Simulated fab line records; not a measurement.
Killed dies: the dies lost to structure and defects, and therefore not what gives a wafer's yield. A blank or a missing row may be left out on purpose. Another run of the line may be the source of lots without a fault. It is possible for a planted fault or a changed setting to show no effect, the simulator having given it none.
Split-lot trial ; flow n5Finfet ; on a route of 1938 steps: 7 lots, 21 wafers read

THE SPLIT
At N5_MOL_CONTACT_COAG_CMP_23 (polishes, stops on SiO2, t overpolish 1.5 s, target thk 0 nm), the setting downForcePsi was moved away from the recipe's 2 psi on 8 of the 21 wafers read, by -12.7% to +22.1%. All remaining wafers had this setting at the recipe value.

FROM THE SPLIT TO THE READING: what the file shows between them, 4 steps
- N5_MOL_CONTACT_COAG_WET_ETCH_26: target Co, target depth 13 nm
- N5_MOL_CONTACT_COAG_WET_ETCH_116: etches the open film in SC1-inhibited, target depth 4.6 nm, rinse time 30 s
- N5_MOL_CONTACT_COAG_ALD_27: deposits SiOC, target thk 17 nm, pulse time 1.5 s, time 2720 s
- N5_MOL_CONTACT_COAG_CMP_28: polishes, stops on SiNx, t overpolish 0.85 s, target thk 14.522 nm

THE READING
Values of MD_CAP_THK in nm from N5_MOL_CONTACT_COAG_THK_MEAS_29. A value of 17.92 nm with a standard deviation of 0.12 nm is what fault-free wafers of this fab line usually give.

wafer;tool, chamber at the split;downForcePsi as run, psi;against the recipe;MD_CAP_THK, nm;against lot-mates on the recipe
L075.2;cmp-04, 0,1;2;recipe;18.06;-
L075.3;cmp-04, 3;2.442;+22.1%;17.43;-0.59
L075.4;cmp-04, 0,1;2;recipe;17.97;-
L078.1;cmp-04, 3;2;recipe;17.88;-
L078.2;cmp-04, 2,1;2;recipe;18.07;-
L078.5;cmp-04, 2,1;2;recipe;18.04;-
L080.2;cmp-01, 0;2;recipe;17.67;-
L080.4;cmp-01, 1;2.247;+12.3%;17.56;-0.25
L080.6;cmp-01, 3;2;recipe;17.95;-
L081.3;cmp-04, 3;1.779;-11.1%;18.10;+0.23
L081.5;cmp-04, 2,3;2;recipe;17.85;-
L081.6;cmp-04, 2,3;2;recipe;17.90;-
L087.3;cmp-03, 2;2.223;+11.1%;17.49;-0.30
L087.4;cmp-03, 1;2;recipe;17.68;-
L087.6;cmp-03, 0;2;recipe;17.89;-
L093.4;cmp-03, 1;2;recipe;18.09;-
L093.5;cmp-03, 0,1;2.216;+10.8%;17.72;-0.37
L093.6;cmp-03, 0,1;2.216;+10.8%;17.69;-0.40
L096.2;cmp-03, 0,1;1.745;-12.7%;18.22;+0.28
L096.4;cmp-03, 0,1;1.745;-12.7%;18.34;+0.40
L096.5;cmp-03, 1;2;recipe;17.94;-
Rows listing several chambers each stand for several wafers; the file does not say which wafer went through which chamber.

THE FIT
A straight line over all 21 wafers: MD_CAP_THK changes by -0.0248 nm for each +1% of downForcePsi; r = -0.87; the points scatter about the line by 0.12 nm.
The same after taking each lot's own level away (the mean of its wafers on the recipe; 21 wafers): -0.0266 nm for each +1%; r = -0.94; scatter 0.081 nm.
Per that fit: largest downForcePsi move, reading shift of 0.59 nm.
The lots' own levels span 17.785 to 18.090 nm, that is 2.5 times the standard deviation above.
So the lot-to-lot level changes the slope little: the two slopes agree.
Check: -0.604 nm against its lot-mates is what the line predicts for one of the wafers moved furthest among these (+22.1%) when that wafer is left out of the fit. It came out at -0.585 nm against them.

OTHER SPLITS APPLIED TO THESE WAFERS
These wafers also went through other splits before the reading. Each is held against what the fit with the lots' levels taken away leaves over:
other split on the same wafers;wafers away from the commonest value;r with MD_CAP_THK (lot level and that fit taken away)
N5_WELL_APT_COAT_02 spinRpm;7;+0.07
N5_SD_EPI_N_COAT_32 spinRpm;6;+0.13
N5_SD_EPI_N_COAT_33 spinRpm;8;-0.09
N5_SD_EPI_P_ETCH_16 targetDepthA;7;+0.05
N5_SD_EPI_P_EPI_21 tempC;6;+0.00
N5_HKMG_FIN_COAT_66 spinRpm;5;-0.02
N5_GATE_CUT_COAT_27 spinRpm;3;+0.20

THE WHOLE CHAIN: every reading that the file lists as answering this split, in the file's order
step;what it does;reading;change (the file's fit);r (the file's)
N5_MOL_CONTACT_COAG_CMP_23;polishes, stops on SiO2, t overpolish 1.5 s, target thk 0 nm;SiNx_of_GATE_CUT_SAC_CAP_01.thkNm (the simulator's own value, which no gauge read);-0.0231 nm for each +1% of the setting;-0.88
N5_MOL_CONTACT_COAG_WET_ETCH_116;etches the open film in SC1-inhibited, target depth 4.6 nm, rinse time 30 s;SiNx_of_GATE_CUT_SAC_CAP_01.thkNm (the simulator's own value, which no gauge read);-0.0273 nm for each +1% of the setting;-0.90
N5_MOL_CONTACT_COAG_THK_MEAS_29;;MD_CAP_THK;-0.0261 for each +1% of the setting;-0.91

THE FILE'S OWN FIT
MD_CAP_THK changes by -0.0261 nm for each +1% of downForcePsi, r = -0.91.
